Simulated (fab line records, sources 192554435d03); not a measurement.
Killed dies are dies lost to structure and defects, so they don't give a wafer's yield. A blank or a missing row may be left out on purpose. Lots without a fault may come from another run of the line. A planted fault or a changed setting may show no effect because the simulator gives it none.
Split-lot experiment | flow n5_finfet | 7 lots, 21 wafers read, on a route of 1938 steps

THE SPLIT
At N5_SDB_EXPOSE_08 (exposes mask SDB), the setting dose_mj was moved away from the recipe's 49.6 on 10 of the 21 wafers read, by -6.4% to +6.9%. The other wafers ran this setting at the recipe's value.

FROM THE SPLIT TO THE READING: what the file shows between them, 2 steps
- N5_SDB_PEB_09: peb time 60 s
- N5_SDB_DEVELOP_10: develop time 30 s

THE READING
cd_nm, in nm, at N5_SDB_CD_MEAS_11 (target cd 50 nm). Fault-free wafers of this fab line usually give 50.4 nm, standard deviation 0.87 nm.

wafer  | tool, chamber at the split | dose_mj as run | against the recipe | cd_nm, nm | against lot-mates on the recipe
L074.3 | arfi_scanner-02, 0         | 47.57          | -4.1%              | 44.9      | -5.8
L074.5 | arfi_scanner-02, 0         | 49.6           | recipe             | 50.7      | -
L074.6 | arfi_scanner-02, 0         | 47.57          | -4.1%              | 45.4      | -5.3
L076.1 | arfi_scanner-01, 0         | 52.83          | +6.5%              | 58.1      | +7.7
L076.4 | arfi_scanner-01, 0         | 52.83          | +6.5%              | 58.8      | +8.4
L076.6 | arfi_scanner-01, 0         | 49.6           | recipe             | 50.4      | -
L079.1 | arfi_scanner-02, 0         | 49.6           | recipe             | 52.0      | -
L079.2 | arfi_scanner-02, 0         | 49.6           | recipe             | 52.0      | -
L079.6 | arfi_scanner-02, 0         | 49.6           | recipe             | 50.9      | -
L082.4 | arfi_scanner-03, 0         | 46.44          | -6.4%              | 44.3      | -6.4
L082.5 | arfi_scanner-03, 0         | 46.44          | -6.4%              | 43.5      | -7.2
L082.6 | arfi_scanner-03, 0         | 49.6           | recipe             | 50.7      | -
L085.4 | arfi_scanner-02, 0         | 49.6           | recipe             | 48.8      | -
L085.5 | arfi_scanner-02, 0         | 49.6           | recipe             | 50.0      | -
L085.6 | arfi_scanner-02, 0         | 49.6           | recipe             | 49.7      | -
L087.1 | arfi_scanner-01, 0         | 51             | +2.8%              | 52.2      | +2.0
L087.2 | arfi_scanner-01, 0         | 49.6           | recipe             | 50.2      | -
L087.4 | arfi_scanner-01, 0         | 51             | +2.8%              | 51.4      | +1.2
L090.2 | arfi_scanner-03, 0         | 53.01          | +6.9%              | 59.4      | +8.5
L090.5 | arfi_scanner-03, 0         | 53.01          | +6.9%              | 59.7      | +8.8
L090.6 | arfi_scanner-03, 0         | 49.6           | recipe             | 50.9      | -

THE FIT
A straight line over all 21 wafers: cd_nm changes by +1.17 nm for each +1% of dose_mj; r = +0.97; the points scatter about the line by 1.1 nm.
The same after taking each lot's own level away (the mean of its wafers on the recipe; 21 wafers): +1.18 nm for each +1%; r = +0.99; scatter 0.78 nm.
On that fit, the largest move of dose_mj shifts the reading by 8.1 nm.
The lots' own levels span 49.50 to 51.63 nm, that is 2.5 times the standard deviation above.
So the lot-to-lot level changes the slope little: the two slopes agree.
Check: with one of the wafers moved furthest among these (+6.9%) left out of the fit, the line predicts +7.93 nm for it against its lot-mates. It came out at +8.5 nm against them.

OTHER SPLITS ON THESE WAFERS
These wafers also went through other splits before the reading. Each is held against what the fit with the lots' levels taken away leaves over:
other split on the same wafers          | wafers away from the commonest value | r with cd_nm (lot level and that fit taken away)
N5_ZERO_LAYER_EXPOSE_08 dose_mj         | 10                                   | +0.34
N5_ZERO_LAYER_DEVELOP_10 develop_time_s | 6                                    | -0.16
N5_WELL_APT_PEB_06 peb_time_s           | 9                                    | -0.06
N5_WELL_APT_DESCUM_13 time_s            | 7                                    | +0.16
N5_FIN_SAQP_SPACER1_ALD_24 ald_cycles   | 8                                    | -0.49
N5_STI_FIN_REVEAL_ETCHBACK_08 time_s    | 5                                    | +0.16
N5_STI_FIN_REVEAL_PRECLEAN_17 time_s    | 8                                    | +0.57
N5_DUMMY_GATE_COAT_28 spin_rpm          | 6                                    | -0.11

THE FILE'S OWN FIT
cd_nm changes by +1.17 nm for each +1% of dose_mj, r = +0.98.
